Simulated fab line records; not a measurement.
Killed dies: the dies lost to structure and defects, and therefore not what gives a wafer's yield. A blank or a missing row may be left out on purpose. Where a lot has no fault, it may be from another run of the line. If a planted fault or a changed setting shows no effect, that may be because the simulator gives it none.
Struck lot and sound lot, side by side ; flow n5 finfet ; 14 steps out of a route of 1938
Sound: wafers L601.1, L601.2, L601.4. Struck: wafer L616.1 (left out: L616.5, a lot-mate that was not struck); the cause follows at the end.
Per side, at each step with rows, come the tool, then ch with its chambers, and then its first start. Under that, the readings that differ: sound wafers ; struck wafers ; difference of the means ; sigmas: that difference in standard deviations of wafers without a fault.
alike: same words and numbers on both sides, and readings whose means sit less than 2 such deviations apart. not compared: any withheld reading, any reading some wafer has no value for, any bound like >300 that may hide the same value, and any number with overlapping values for which the record gives no deviation.
A row with sigmas, a row that says differs or no value, or rows on one side alone: a step with any of these is where the two part. Numbers that have no deviation but don't overlap get no sigmas and don't part them. Lack of a reading on every wafer of one side parts them only where that side has two or more wafers.

first, 8 steps without rows for these wafers: N5_MIM_TOP_LITHO_HMDS_01 (time 60 s); N5_MIM_TOP_LITHO_COAT_02; N5_MIM_TOP_LITHO_EBR_04; N5_MIM_TOP_LITHO_SOFTBAKE_03 (time 90 s); N5_MIM_TOP_LITHO_EXPOSE_05 (exposes mask MIM TOP, target cd 2000 nm); N5_MIM_TOP_LITHO_PEB_06; N5_MIM_TOP_LITHO_DEVELOP_07 (develop time 60 s); N5_MIM_TOP_LITHO_HARDBAKE_09 (time 120 s).
N5_MIM_TOP_LITHO_CD_MEAS_08 targets a cd of 2000 nm.
  sound on cd sem-02 ch 0, day 13 22:47; struck on cd sem-01 ch 0, day 16 18:41
  alike: cd nm
N5_MIM_TOP_LITHO_OVL_MEAS_11:
  sound on overlay-02 ch 0, day 13 22:49; struck on overlay-02 ch 0, day 16 18:43
  alike: MIM_TOP_OVL
N5_MIM_TOP_LITHO_INSPECT_12: inspects for defects (macro).
  sound on defect inspect-02, day 13 22:50; struck on defect inspect-02, day 16 18:44
reading;sound;struck;difference;sigmas
raw defect count;3 1 1;5;+3;+2
N5_MIM_TOP_LITHO_DESCUM_10: chemistry O2, time 7.9 s.
  sound on rie diel-02 ch 2,3, day 13 22:52; struck on rie diel-03 ch 3, day 16 18:46
reading;sound;struck;difference;sigmas
rf vpp V (V);244.0 243.2 241.7;245.9;+2.9;+2
  alike: drypump motor current A, o2 flow sccm, oes product au, rf fwd power W, showerhead plenum p Torr, throttle valve pct
  not compared: rf hours counter h
N5_MIM_TOP_ETCH_ETCH_00: etches TiN in Cl2/BCl3, target depth 38.5 nm.
  sound on rie metal-03 ch 1, day 13 22:58; struck on rie metal-02 ch 1, day 16 18:51
reading;sound;struck;difference;sigmas
drypump motor current A (A);5.5 5.5 5.5;6.4;+0.9;+2
oes product au (a.u.);0.74 0.74 0.75;1.20;+0.46;+4
throttle valve pct (%);23.29 23.28 23.27;22.27;-1.01;-3
model.MIM_TOP_ETCH.feature depth nm (nm);38.2 38.4 38.4;57;+19;
model.etch.depth nm (nm);38.13 38.37 38.45;56.93;+18.61;
  alike: mfc cl2 sccm, rf fwd power W
  not compared: rf hours counter h, model.coat_of_MIM_TOP_LITHO_COAT_02.thk nm
N5_MIM_TOP_ETCH_STRIP_01: strips in O2.
  sound on rie diel-05 ch 0,2,3, day 13 23:13; struck on rie diel-05 ch 0, day 16 18:59
reading;sound;struck;difference;sigmas
o2 flow sccm (sccm);224.8 225.4 225.7;223.8;-1.5;-2
rf vpp V (V);7.8 3.3 3.7;1.4;-3.5;-2
  alike: drypump motor current A, oes product au, showerhead plenum p Torr, throttle valve pct
  not compared: rf hours counter h

== WHERE THEY PART ==
Last at N5_MIM_TOP_ETCH_STRIP_01 as far as this record goes, first at N5_MIM_TOP_LITHO_INSPECT_12.

WHY: whatever the simulator had introduced
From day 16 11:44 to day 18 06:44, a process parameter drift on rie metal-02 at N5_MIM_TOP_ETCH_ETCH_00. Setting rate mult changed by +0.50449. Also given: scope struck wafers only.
